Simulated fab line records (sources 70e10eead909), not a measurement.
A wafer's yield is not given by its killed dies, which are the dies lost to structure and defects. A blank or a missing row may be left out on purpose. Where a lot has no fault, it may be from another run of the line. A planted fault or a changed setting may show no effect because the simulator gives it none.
Chamber matching + flow nand-harc + NHARC_A_WL_FILL_CMP_12 on cmp-02: 4 sister chambers
The step polishes, t overpolish 30 s, target thk 100 nm. 8 wafers are shown with their chamber, then 8 later ones without.

== WAFERS, EACH WITH ITS CHAMBER ==
| wafer  | chamber | motor-current-A (A) | time-to-endpoint-s (s) |
|--------|---------|---------------------|------------------------|
| L081.1 | 0       | 13.7                | 20                     |
| L080.5 | 3       | 11.7                | 22                     |
| L082.1 | 0       | 14.6                | 17                     |
| L082.5 | 1       | 12.1                | 22                     |
| L090.2 | 3       | 11.4                | 22                     |
| L090.3 | 2       | 14.3                | 24                     |
| L090.4 | 1       | 13.1                | 23                     |
| L092.1 | 2       | 14.4                | 28                     |

== WAFERS WHOSE CHAMBER IS MISSING ==
| wafer  | motor-current-A (A) | time-to-endpoint-s (s) |
|--------|---------------------|------------------------|
| L092.2 | 11.4                | 25                     |
| L092.5 | 12.0                | 23                     |
| L094.3 | 12.7                | 24                     |
| L094.4 | 13.6                | 18                     |
| L094.6 | 12.0                | 23                     |
| L096.1 | 12.9                | 21                     |
| L096.2 | 14.1                | 22                     |
| L096.5 | 13.2                | 24                     |

== WHICH CHAMBER EACH WENT THROUGH ==
| wafer  | from the rows above          | in truth |
|--------|------------------------------|----------|
| L092.2 | can't be placed: 3 or 1      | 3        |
| L092.5 | can't be placed: 3 or 1      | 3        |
| L094.3 | can't be placed: 1 or 3      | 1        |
| L094.4 | 0                            | 0        |
| L094.6 | can't be placed: 3 or 1      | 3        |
| L096.1 | can't be placed: 1 or 3 or 0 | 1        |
| L096.2 | can't be placed: 0 or 2 or 1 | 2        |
| L096.5 | can't be placed: 1 or 2      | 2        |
Correct placement for 1 of the 8. Not placeable from these rows: 7 (in 7, the candidates include the true chamber). Wrongly placed: 0.
How it was worked out, from the rows above alone: a wafer's distance from a chamber is the root of the sum, over the readings, of the square of ((its reading less the chamber's mean) divided by the reading's scatter). If the next closest chamber is less than 2 further off than the closest, the wafer can't be placed; otherwise it belongs to the closest. For every chamber, the mean is computed from those of its wafers that are shown. The scatter: take each reading less its chamber's mean, square it, sum over the shown wafers, divide by the number of wafers less the number of chambers, and take the root.
